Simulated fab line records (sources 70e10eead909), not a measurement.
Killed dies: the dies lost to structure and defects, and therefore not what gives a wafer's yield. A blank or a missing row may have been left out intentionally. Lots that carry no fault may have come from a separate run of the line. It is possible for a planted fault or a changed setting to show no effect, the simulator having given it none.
Struck lot and sound lot, side by side | flow nand harc | 14 out of 1159 route steps
Sound: the wafers L523.4, L523.5, L523.6. Wafers L525.1, L525.2, L525.3 were the ones struck. At the end, the cause is stated.
Each step with rows lists, per side, the tool, then ch with its chambers, then its first start. Under that, the readings that differ: sound wafers | struck wafers | difference of the means | sigmas: that difference in standard deviations of wafers without a fault.
alike: readings with means less than 2 such deviations apart, plus words and numbers identical on both sides. not compared: withheld readings, readings lacking a value on some wafer, bounds such as >300 that could conceal the same value, and numbers that have no deviation in the record and whose values overlap.
A row with sigmas, a row that says differs or no value, or rows on one side alone: a step with any of these is where the two part. Non-overlapping numbers with no deviation appear without sigmas and do not part them. Lack of a reading on every wafer of one side parts them only where that side has two or more wafers.

first, 9 steps without rows for these wafers: NHARC_P_ZERO_WELL_STRIP_15 (strips in SPM, time 900 s); NHARC_P_ZERO_WELL_DEHYDRATE_16 (time 120 s); NHARC_P_ZERO_WELL_HMDS_17 (time 30 s); NHARC_P_ZERO_WELL_COAT_18; NHARC_P_ZERO_WELL_SOFTBAKE_19 (time 95 s); NHARC_P_ZERO_WELL_EBR_20; NHARC_P_ZERO_WELL_EXPOSE_21 (exposes mask P NWELL, target cd 720 nm); NHARC_P_ZERO_WELL_PEB_22 (peb time 85 s); NHARC_P_ZERO_WELL_DEVELOP_23 (time 70 s).
NHARC_P_ZERO_WELL_CD_MEAS_24 targets a cd of 720 nm.
  sound on cd sem-01 ch 0, day 2 20:29; struck on cd sem-01 ch 0, day 3 09:07
  alike: cd nm
then, 1 step without rows for these wafers: NHARC_P_ZERO_WELL_HARDBAKE_25 (time 80 s).
NHARC_P_ZERO_WELL_DESCUM_26: chemistry O2, time 3 s.
  sound on rie diel-10 ch 0,3, day 2 20:38; struck on rie diel-09 ch 0,2,3, day 3 09:16
  alike: chamber pressure mTorr, drypump motor current A, oes product au, rf vpp V, showerhead plenum p Torr, throttle valve pct
  not compared: rf hours counter h
NHARC_P_ZERO_WELL_IMPLANT_27:
  sound on implanter-01 ch 0, day 2 20:55; struck on implanter-01 ch 0, day 3 09:52
then, 1 step without rows for these wafers: NHARC_P_ZERO_WELL_IMPLANT_57.

== WHERE THEY PART ==
Nowhere in this record.

WHY: what the simulator had put in
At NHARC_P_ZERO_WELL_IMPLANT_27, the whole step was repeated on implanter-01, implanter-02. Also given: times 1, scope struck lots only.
